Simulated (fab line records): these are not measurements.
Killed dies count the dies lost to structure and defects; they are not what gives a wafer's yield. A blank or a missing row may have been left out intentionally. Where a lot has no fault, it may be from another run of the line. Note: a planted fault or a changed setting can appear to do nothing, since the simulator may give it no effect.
Lot-split experiment || flow n5Finfet || on a route of 1938 steps: 7 lots, 21 wafers read

ABOUT THE SPLIT
At N5_BEOL_M1_TRENCH_ETCH_37 (etches SiOC in C4F6/O2, target depth 55.207 nm, time 29 s), the setting biasW was moved away from the recipe's 185 W on 5 of the 21 wafers read, by -6.8% to +11.2%. For the rest of the wafers, this setting stayed at what the recipe calls for.

The split's own step is where the reading is taken.

THE READING
rfVppV, in V, at N5_BEOL_M1_TRENCH_ETCH_37 (etches SiOC in C4F6/O2, target depth 55.207 nm, time 29 s). On this fab line, fault-free wafers typically give 671 V with a standard deviation of 7.7 V.

{"wafer": "L079.1", "tool, chamber at the split": "rieDiel-01, 3", "biasW as run, W": 185, "against the recipe": "recipe", "rfVppV, V": 671, "against lot-mates on the recipe": "-"}
{"wafer": "L079.2", "tool, chamber at the split": "rieDiel-01, 1", "biasW as run, W": 185, "against the recipe": "recipe", "rfVppV, V": 666, "against lot-mates on the recipe": "-"}
{"wafer": "L079.5", "tool, chamber at the split": "rieDiel-01, 0", "biasW as run, W": 185, "against the recipe": "recipe", "rfVppV, V": 679, "against lot-mates on the recipe": "-"}
{"wafer": "L080.1", "tool, chamber at the split": "rieDiel-01, 0", "biasW as run, W": 185, "against the recipe": "recipe", "rfVppV, V": 681, "against lot-mates on the recipe": "-"}
{"wafer": "L080.3", "tool, chamber at the split": "rieDiel-01, 2", "biasW as run, W": 185, "against the recipe": "recipe", "rfVppV, V": 677, "against lot-mates on the recipe": "-"}
{"wafer": "L080.5", "tool, chamber at the split": "rieDiel-01, 3", "biasW as run, W": 185, "against the recipe": "recipe", "rfVppV, V": 671, "against lot-mates on the recipe": "-"}
{"wafer": "L084.2", "tool, chamber at the split": "rieDiel-06, 3", "biasW as run, W": 205.7, "against the recipe": "+11.2%", "rfVppV, V": 734, "against lot-mates on the recipe": "+59"}
{"wafer": "L084.3", "tool, chamber at the split": "rieDiel-06, 2", "biasW as run, W": 185, "against the recipe": "recipe", "rfVppV, V": 675, "against lot-mates on the recipe": "-"}
{"wafer": "L084.4", "tool, chamber at the split": "rieDiel-06, 0", "biasW as run, W": 205.7, "against the recipe": "+11.2%", "rfVppV, V": 723, "against lot-mates on the recipe": "+48"}
{"wafer": "L088.1", "tool, chamber at the split": "rieDiel-01, 0", "biasW as run, W": 185, "against the recipe": "recipe", "rfVppV, V": 681, "against lot-mates on the recipe": "-"}
{"wafer": "L088.3", "tool, chamber at the split": "rieDiel-01, 3", "biasW as run, W": 185, "against the recipe": "recipe", "rfVppV, V": 671, "against lot-mates on the recipe": "-"}
{"wafer": "L088.4", "tool, chamber at the split": "rieDiel-01, 2", "biasW as run, W": 185, "against the recipe": "recipe", "rfVppV, V": 676, "against lot-mates on the recipe": "-"}
{"wafer": "L089.2", "tool, chamber at the split": "rieDiel-01, 0", "biasW as run, W": 185, "against the recipe": "recipe", "rfVppV, V": 679, "against lot-mates on the recipe": "-"}
{"wafer": "L089.3", "tool, chamber at the split": "rieDiel-01, 2", "biasW as run, W": 185, "against the recipe": "recipe", "rfVppV, V": 675, "against lot-mates on the recipe": "-"}
{"wafer": "L089.6", "tool, chamber at the split": "rieDiel-01, 1", "biasW as run, W": 185, "against the recipe": "recipe", "rfVppV, V": 666, "against lot-mates on the recipe": "-"}
{"wafer": "L091.3", "tool, chamber at the split": "rieDiel-01, 2", "biasW as run, W": 193.9, "against the recipe": "+4.8%", "rfVppV, V": 703, "against lot-mates on the recipe": "+23"}
{"wafer": "L091.4", "tool, chamber at the split": "rieDiel-01, 0", "biasW as run, W": 185, "against the recipe": "recipe", "rfVppV, V": 680, "against lot-mates on the recipe": "-"}
{"wafer": "L091.6", "tool, chamber at the split": "rieDiel-01, 2", "biasW as run, W": 193.9, "against the recipe": "+4.8%", "rfVppV, V": 703, "against lot-mates on the recipe": "+23"}
{"wafer": "L096.1", "tool, chamber at the split": "rieDiel-01, 3", "biasW as run, W": 172.4, "against the recipe": "-6.8%", "rfVppV, V": 633, "against lot-mates on the recipe": -46}
{"wafer": "L096.3", "tool, chamber at the split": "rieDiel-01, 2", "biasW as run, W": 185, "against the recipe": "recipe", "rfVppV, V": 677, "against lot-mates on the recipe": "-"}
{"wafer": "L096.4", "tool, chamber at the split": "rieDiel-01, 0", "biasW as run, W": 185, "against the recipe": "recipe", "rfVppV, V": 680, "against lot-mates on the recipe": "-"}

THE FIT
A straight line over all 21 wafers: rfVppV changes by +5.12 V for each +1% of biasW; r = +0.97; the points scatter about the line by 5.3 V.
The same after taking each lot's own level away (the mean of its wafers on the recipe; 21 wafers): +5.11 V for each +1%; r = +0.97; scatter 4.9 V.
The reading moves by 57 V for the largest change in biasW, on that fit.
The lots' own levels span 672.0 to 680.0 V, that is 1.0 times the standard deviation above.
The two slopes are in agreement: the lot-to-lot level therefore moves the slope only a little.
Check: for one of the wafers moved furthest among these (+11.2%), held out of the fit, the line's prediction against its lot-mates is +54.6 V. Against them it came out at +59 V.
Tool readings at the split's step, against how far the setting was moved: rfVppV r = +0.97.

THE OTHER SPLITS THESE WAFERS WENT THROUGH
Other splits were also applied to these wafers ahead of the reading. Each is held against what the fit with the lots' levels taken away leaves over:
{"other split on the same wafers": "N5_MOL_CONTACT_COAG_EXPOSE_05 doseMj", "wafers away from the commonest value": 9, "r with rfVppV (lot level and that fit taken away)": "+0.26"}
{"other split on the same wafers": "N5_MOL_CONTACT_COAG_ALD_133 aldCycles", "wafers away from the commonest value": 6, "r with rfVppV (lot level and that fit taken away)": "+0.04"}
{"other split on the same wafers": "N5_MOL_CONTACT_COAG_VIA_ETCH_117 biasW", "wafers away from the commonest value": 8, "r with rfVppV (lot level and that fit taken away)": "+0.37"}
{"other split on the same wafers": "N5_BEOL_M0_SAQP_SPACER1_ALD_98 tempC", "wafers away from the commonest value": 10, "r with rfVppV (lot level and that fit taken away)": "+0.39"}
{"other split on the same wafers": "N5_BEOL_M0_SAQP_ETCH_107 sourceW", "wafers away from the commonest value": 8, "r with rfVppV (lot level and that fit taken away)": "+0.46"}
{"other split on the same wafers": "N5_BEOL_M1_ETCH_70 timeS", "wafers away from the commonest value": 6, "r with rfVppV (lot level and that fit taken away)": "+0.20"}

FILE'S OWN FIT
rfVppV changes by +5.19 V for each +1% of biasW, r = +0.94.
